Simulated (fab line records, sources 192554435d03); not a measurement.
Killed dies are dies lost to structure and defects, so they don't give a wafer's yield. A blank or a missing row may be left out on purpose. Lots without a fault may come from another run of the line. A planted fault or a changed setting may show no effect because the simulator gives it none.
A struck lot beside a sound one | flow n5_finfet | 18 steps out of a route of 1938
Sound: wafers L507.1, L507.2, L507.4. Struck: wafer L522.3. (L522.4 of the same lot was not struck and is left out.) The cause comes at the end.
At each step with rows: each side's tool, then ch and its chambers, then its first start. Under that, the readings that differ: sound wafers | struck wafers | difference of the means | sigmas: that difference in standard deviations of wafers without a fault.
alike: readings whose means differ by less than 2 such deviations, and words and numbers that are the same on both sides. not compared: withheld readings, readings that some wafer has no value for, bounds like >300 that may hide the same value, and numbers for which the record gives no deviation and whose values overlap.
The two part at a step that has a row with sigmas, a row that says differs or no value, or rows on one side only. Numbers that don't overlap but have no deviation are shown without sigmas and don't part them. A reading that every wafer of one side lacks parts them only if that side has two wafers or more.

first, 7 steps without rows for these wafers: N5_BEOL_M9_COAT_60 (time 60 s, resist thk 30 nm); N5_BEOL_M9_COAT_05 (resist thk 90 nm); N5_BEOL_M9_EBR_07; N5_BEOL_M9_SOFTBAKE_06 (time 60 s); N5_BEOL_M9_EXPOSE_08 (exposes mask M9); N5_BEOL_M9_PEB_09 (peb time 60 s); N5_BEOL_M9_DEVELOP_10 (develop time 30 s).
N5_BEOL_M9_CD_MEAS_11: target cd 64.1 nm.
  sound on cd_sem-02 ch 0, day 9 17:43; struck on cd_sem-03 ch 0, day 13 19:44
  alike: cd_nm
N5_BEOL_M9_OVL_MEAS_12:
  sound on overlay-01 ch 0, day 9 17:44; struck on overlay-02 ch 0, day 13 19:46
  alike: M9_OVL
N5_BEOL_M9_INSPECT_13: inspects for defects (brightfield).
  sound on defect_inspect-02, day 9 17:46; struck on defect_inspect-02, day 13 19:47
  alike: raw_defect_count
N5_BEOL_M9_DESCUM_16: chemistry O2, time 7.9 s.
  sound on rie_diel-06 ch 0,2, day 9 17:48; struck on rie_diel-03 ch 2, day 13 19:49
  reading                | sound             | struck | difference | sigmas
  throttle_valve_pct (%) | 20.54 20.71 20.55 | 19.89  | -0.71      | -3
  alike: drypump_motor_current_A, oes_product_au, rf_vpp_V, showerhead_plenum_p_Torr
  not compared: rf_hours_counter_h
N5_BEOL_M9_ETCH_61: etches SiARC in CF4, target depth 39 nm, time 65 s.
  sound on rie_diel-06 ch 0,2, day 9 17:50; struck on rie_diel-03 ch 2, day 13 19:51
  reading                | sound             | struck | difference | sigmas
  throttle_valve_pct (%) | 15.70 15.91 15.74 | 15.05  | -0.73      | -3
  alike: drypump_motor_current_A, etch_rf_on_time_s, oes_product_au, rf_vpp_V, showerhead_plenum_p_Torr
  not compared: rf_hours_counter_h
N5_BEOL_M9_ETCH_62: etches SOC in N2/H2, target depth 110 nm, overetch 22 nm, time 165 s.
  sound on rie_diel-06 ch 0,2, day 9 17:53; struck on rie_diel-03 ch 2, day 13 19:54
  reading                                    | sound          | struck | difference | sigmas
  throttle_valve_pct (%)                     | 17.9 18.0 17.9 | 17.1   | -0.8       | -3
  model.SiARC_of_BEOL_M9_COAT_60.thk_nm (nm) | 23.6 23.4 23.4 | 19     | -4         |
  model.BEOL_M9.cd_offset_nm (nm)            | 0.2 -0.8 -0.8  | 2.2    | +2.7       |
  alike: drypump_motor_current_A, n2_flow_sccm, oes_product_au, rf_vpp_V, showerhead_plenum_p_Torr
  not compared: rf_hours_counter_h
then, 1 step without rows for these wafers: N5_BEOL_M9_STRIP_68 (strips in N2/H2).
N5_BEOL_M9_STRIP_67: strips in CF4.
  sound on rie_diel-06 ch 0,2, day 9 18:02; struck on rie_diel-03 ch 2, day 13 20:03
  reading                | sound             | struck | difference | sigmas
  rf_vpp_V (V)           | 271.0 271.4 270.1 | 274.1  | +3.3       | +2
  throttle_valve_pct (%) | 13.65 13.93 13.63 | 13.04  | -0.70      | -3
  alike: drypump_motor_current_A, oes_product_au, showerhead_plenum_p_Torr
  not compared: rf_hours_counter_h
N5_BEOL_M9_HM_OPEN_17: chemistry Cl2/BCl3, target TiN, target depth 20 nm, overetch 6 nm.
  sound on rie_metal-03 ch 0,1, day 9 18:04; struck on rie_metal-02 ch 1, day 13 20:07
  reading                         | sound          | struck | difference | sigmas
  throttle_valve_pct (%)          | 22.1 22.4 22.4 | 21.6   | -0.7       | -2
  model.BEOL_M9.cd_offset_nm (nm) | 0.2 -0.6 -0.8  | 2      | +2         |
  alike: bcl3_flow_sccm, drypump_motor_current_A, he_backside_leak_sccm, oes_product_au
  not compared: rf_hours_counter_h
N5_BEOL_M9_STRIP_19: strips in O2.
  sound on rie_diel-03 ch 0,3, day 9 18:11; struck on rie_diel-03 ch 3, day 13 20:12
  reading               | sound          | struck | difference | sigmas
  oes_product_au (a.u.) | 0.70 0.75 0.70 | 0.92   | +0.20      | +2
  alike: drypump_motor_current_A, rf_vpp_V, showerhead_plenum_p_Torr, throttle_valve_pct
  not compared: rf_hours_counter_h
-- the record jumps here: 2 days lie between the struck wafers' starts before and after (it left off in module BEOL_M9 and takes up again in module PASSIVATION, whose first step shown is number 1936 of the route) --
N5_PASSIVATION_PROBE_49:
  sound on prober-02, day 12 10:29; struck on prober-02, day 16 02:30
  reading            | sound    | struck | difference | sigmas
  killed_at_M0_to_M3 | 34 31 49 | 60     | +22        | +2
  alike: defect_limited_yield, killed_at_M4_up, killed_at_contacts, killed_at_front_end, killed_at_other, killed_dies, killed_open, killed_short, sort_bin_5_function, sort_bin_6_memory, sort_n_pass, sort_yield_pct

WHERE THEY PART
First at N5_BEOL_M9_DESCUM_16; last, within this record, at N5_PASSIVATION_PROBE_49.

WHY: what the simulator had put in
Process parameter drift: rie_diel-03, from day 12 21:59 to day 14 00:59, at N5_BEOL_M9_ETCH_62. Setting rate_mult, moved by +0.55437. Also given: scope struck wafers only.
